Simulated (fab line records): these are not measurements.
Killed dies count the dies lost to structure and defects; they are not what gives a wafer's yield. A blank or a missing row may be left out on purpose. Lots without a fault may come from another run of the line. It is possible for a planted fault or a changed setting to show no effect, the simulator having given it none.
Split-lot trial + flow n5 finfet + 7 lots, 39 wafers read, on a route of 1938 steps

ABOUT THE SPLIT
At N5_PASSIVATION_ETCH_54 (etches SiO2 in CHF3/O2, target depth 880 nm, time 440 s), the setting target depth a was moved away from the recipe's 8800 angstrom on 12 of the 39 wafers read, by -24.0% to +39.8%. All remaining wafers had this setting at the recipe value.

Reading taken at the split's own step.

THE READING
etch.depth nm (the simulator's own value, which no gauge read), in nm, at N5_PASSIVATION_ETCH_54 (etches SiO2 in CHF3/O2, target depth 880 nm, time 440 s). The file does not state a usual value for it. Here, 27 wafers ran the recipe; their average is 879.7 nm with a standard deviation of 11 nm.

| wafer  | tool, chamber at the split | target depth a as run, angstrom | against the recipe | etch.depth nm, nm | against lot-mates on the recipe |
|--------|----------------------------|---------------------------------|--------------------|-------------------|---------------------------------|
| L075.1 | rie diel-02, 2             | 8800                            | recipe             | 874.4             | -                               |
| L075.2 | rie diel-02, 3             | 8800                            | recipe             | 884               | -                               |
| L075.3 | rie diel-02, 0             | 8800                            | recipe             | 875.8             | -                               |
| L075.4 | rie diel-02, 1             | 8800                            | recipe             | 866.1             | -                               |
| L075.5 | rie diel-02, 0             | 8800                            | recipe             | 889.4             | -                               |
| L075.6 | rie diel-02, 3             | 8800                            | recipe             | 891.8             | -                               |
| L080.1 | rie diel-05, 0             | 10530                           | +19.7%             | 1021              | +146.6                          |
| L080.2 | rie diel-05, 2             | 8800                            | recipe             | 876.2             | -                               |
| L080.3 | rie diel-05, 1             | 10530                           | +19.7%             | 1055              | +180.6                          |
| L080.4 | rie diel-05, 3             | 10530                           | +19.7%             | 1076              | +201.6                          |
| L080.5 | rie diel-05, 1             | 8800                            | recipe             | 882.3             | -                               |
| L080.6 | rie diel-05, 0             | 8800                            | recipe             | 864.8             | -                               |
| L081.1 | rie diel-06, 1             | 8800                            | recipe             | 875               | -                               |
| L081.2 | rie diel-06, 0             | 8800                            | recipe             | 893               | -                               |
| L081.3 | rie diel-06, 3             | 8800                            | recipe             | 866.3             | -                               |
| L081.4 | rie diel-06, 3             | 8800                            | recipe             | 869.6             | -                               |
| L081.5 | rie diel-06, 1             | 8800                            | recipe             | 872.6             | -                               |
| L081.6 | rie diel-06, 0             | 8800                            | recipe             | 900               | -                               |
| L082.1 | rie diel-06, 3             | 6690                            | -24.0%             | 656.1             | -225.6                          |
| L082.2 | rie diel-06, 0             | 8800                            | recipe             | 890.3             | -                               |
| L082.3 | rie diel-06, 1             | 6690                            | -24.0%             | 661.8             | -219.9                          |
| L082.4 | rie diel-06, 1             | 8800                            | recipe             | 867.3             | -                               |
| L082.5 | rie diel-06, 3             | 6690                            | -24.0%             | 652.8             | -228.9                          |
| L082.6 | rie diel-06, 0             | 8800                            | recipe             | 887.6             | -                               |
| L086.1 | rie diel-02, 1             | 8800                            | recipe             | 873.2             | -                               |
| L086.2 | rie diel-02, 3             | 8800                            | recipe             | 893.1             | -                               |
| L086.4 | rie diel-02, 0             | 8800                            | recipe             | 881.9             | -                               |
| L088.1 | rie diel-06, 0             | 12300                           | +39.8%             | 1238              | +353.0                          |
| L088.2 | rie diel-06, 1             | 8800                            | recipe             | 876.7             | -                               |
| L088.3 | rie diel-06, 2             | 8800                            | recipe             | 903.2             | -                               |
| L088.4 | rie diel-06, 1             | 8800                            | recipe             | 875               | -                               |
| L088.5 | rie diel-06, 0             | 12300                           | +39.8%             | 1232              | +347.0                          |
| L088.6 | rie diel-06, 2             | 12300                           | +39.8%             | 1271              | +386.0                          |
| L095.1 | rie diel-02, 3             | 8800                            | recipe             | 883.8             | -                               |
| L095.2 | rie diel-02, 0             | 7037                            | -20.0%             | 711.5             | -162.6                          |
| L095.3 | rie diel-02, 1             | 8800                            | recipe             | 865.2             | -                               |
| L095.4 | rie diel-02, 2             | 8800                            | recipe             | 873.4             | -                               |
| L095.5 | rie diel-02, 2             | 7037                            | -20.0%             | 697               | -177.1                          |
| L095.6 | rie diel-02, 1             | 7037                            | -20.0%             | 696.2             | -177.9                          |

THE FIT
A straight line over all 39 wafers: etch.depth nm changes by +9.13 nm for each +1% of target depth a; r = +1.00; the points scatter about the line by 13 nm.
The same after taking each lot's own level away (the mean of its wafers on the recipe; 39 wafers): +9.07 nm for each +1%; r = +1.00; scatter 13 nm.
Per that fit: largest target depth a move, reading shift of 3.6e+02 nm.
The lots' own levels span 874.13 to 884.97 nm, that is 1.0 times the standard deviation above.
The two slopes agree, so the slope changes little with the lot-to-lot level.
Check: +363 nm against its lot-mates is what the line predicts for one of the wafers moved furthest among these (+39.8%) when that wafer is left out of the fit. Against them it came out at +353 nm.

FURTHER SPLITS ON THESE WAFERS
These wafers also went through other splits before the reading. Each is held against what the fit with the lots' levels taken away leaves over:
| other split on the same wafers      | wafers away from the commonest value | r with etch.depth nm (lot level and that fit taken away) |
|-------------------------------------|--------------------------------------|----------------------------------------------------------|
| N5_BEOL_M15_ILD_DEP_00 target thk a | 18                                   | -0.17                                                    |
| N5_MIM_TOP_SPUTTER_03 target thk a  | 12                                   | -0.04                                                    |

THE WHOLE CHAIN: every reading that the file lists as answering this split, in the file's order
| step                   | what it does                                            | reading                                                                       | change (the file's fit)              | r (the file's) |
|------------------------|---------------------------------------------------------|-------------------------------------------------------------------------------|--------------------------------------|----------------|
| N5_PASSIVATION_ETCH_54 | etches SiO2 in CHF3/O2, target depth 880 nm, time 440 s | PASSIVATION.feature depth nm (the simulator's own value, which no gauge read) | +9.07 nm for each +1% of the setting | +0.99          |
| N5_PASSIVATION_ETCH_54 | etches SiO2 in CHF3/O2, target depth 880 nm, time 440 s | etch.depth nm (the simulator's own value, which no gauge read)                | +9.07 nm for each +1% of the setting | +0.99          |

THE FILE'S OWN FIT
etch.depth nm changes by +9.07 nm for each +1% of target depth a, r = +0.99.
